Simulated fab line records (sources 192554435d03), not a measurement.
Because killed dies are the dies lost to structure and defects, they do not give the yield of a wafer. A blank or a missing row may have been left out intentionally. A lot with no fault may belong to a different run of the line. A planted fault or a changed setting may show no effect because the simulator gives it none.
Code-filled problem report in 8D (eight disciplines) form :: flow n5Finfet :: the parts of the form that need people (team, actions taken, sign-off) are left out

## 1. THE PROBLEM
At N5_PASSIVATION_PROBE_49, killed_at_M4_up averages 94 over 2 wafers from 2 lots, while fault-free wafers read 13, standard deviation 5.8. That is +14 standard deviations from the usual mean.
First seen on wafer L588.4, day 14 08:30, on prober-01. Wafers with a number at this step in the record: 2, from 2 lots. By rule, "out" or "out of limits" means more than 4 standard deviations away from the usual mean. The rest of the wafers with a number are treated as sound.

## 2. WHAT IT IS, WHAT IT ISN'T
question: which readings at this step
is: killed_at_M4_up, defectLimitedYield, killedDies, killedOnRim, sort_bin_5_function, sortNPass, sortYieldPct
is not: killed_at_M0_to_M3, killedAtContacts, killedAtFrontEnd, killedAtOther, killedOpen, killedShort, sort_bin_6_memory

question: which lots
is: L588, L591
is not: -

question: which wafers of those lots
is: all that have a number
is not: -

question: read on which tools
is: prober-01
is not: -

question: when
is: from day 14 08:30
is not: up to then (0 sound wafers)

## 3. THE SUSPECTS, EACH WITH WHAT RULES IT OUT
Counting: a tool at any process step up to the reading remains a suspect when it ran all the lots that are out and ran no sound lot after the first of those.
- rieDiel-01 at N5_BEOL_M10_TRENCH_ETCH_37 (etches SiCOH lowk in C4F6/O2, target depth 148.83 nm, time 48 s): kept. It ran every lot that is out, first L588 (day 12 08:38), and no sound lot after that.
- prober-01 at N5_PASSIVATION_PROBE_49: kept. It ran every lot that is out, first L588 (day 14 08:30), and no sound lot after that. Out on those wafers are its own readings of defectLimitedYield, killed_at_M4_up, killedDies, killedOnRim, sort_bin_5_function, sortNPass, sortYieldPct.
What counting leaves: rieDiel-01 at N5_BEOL_M10_TRENCH_ETCH_37 and prober-01 at N5_PASSIVATION_PROBE_49.

## 4. THE CAUSE (what the simulator had put in)
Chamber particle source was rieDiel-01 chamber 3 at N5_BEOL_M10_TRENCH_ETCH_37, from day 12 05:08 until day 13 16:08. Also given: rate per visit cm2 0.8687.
This tool is one of the 2 suspects left after counting.

## 5. THE CHAIN OF EFFECTS, in route order
One row per reading whose mean, taken over the struck wafers that have a number, lies over 3 standard deviations from the usual. Readings are gone through only where the record gives a usual standard deviation; hours: the median, over the lots, of the time from a lot's start at the first step in this table giving one to that lot's start at this step; sigmas: the change measured in usual standard deviations.
hours: 0
step: N5_PASSIVATION_PROBE_49
reading: defectLimitedYield
usual: 91.2 %
on struck wafers: 84.7
change: -6.5
sigmas: -4.7

hours: 0
step: N5_PASSIVATION_PROBE_49
reading: killed_at_M4_up
usual: 13
on struck wafers: 94
change: +81
sigmas: +14

hours: 0
step: N5_PASSIVATION_PROBE_49
reading: killedDies
usual: 103
on struck wafers: 181
change: +78
sigmas: +4.9

hours: 0
step: N5_PASSIVATION_PROBE_49
reading: killedOnRim
usual: 13
on struck wafers: 34
change: +21
sigmas: +6.2

hours: 0
step: N5_PASSIVATION_PROBE_49
reading: sort_bin_5_function
usual: 5.1 %
on struck wafers: 9.8
change: +4.7
sigmas: +5.1

hours: 0
step: N5_PASSIVATION_PROBE_49
reading: sortNPass
usual: 1077
on struck wafers: 999
change: -78
sigmas: -4.9

hours: 0
step: N5_PASSIVATION_PROBE_49
reading: sortYieldPct
usual: 91.2 %
on struck wafers: 84.7
change: -6.5
sigmas: -4.7
Its process steps:
- N5_PASSIVATION_PROBE_49

## 6. HOW IT WOULD HAVE BEEN CAUGHT EARLIER
In this record no reading fell out of limits until day 14 08:30, 51 hours after the fault had begun at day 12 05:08.
Tool readings at N5_BEOL_M10_TRENCH_ETCH_37 with a usual standard deviation given in the record: none out on any struck wafer, hence no alarm at a limit of 4 standard deviations on them.
The start of N5_BEOL_M10_TRENCH_ETCH_37 on rieDiel-01 came by day 14 08:30 for every one of the lots that are out (2). None of them would have been spared by holding the tool at that moment.
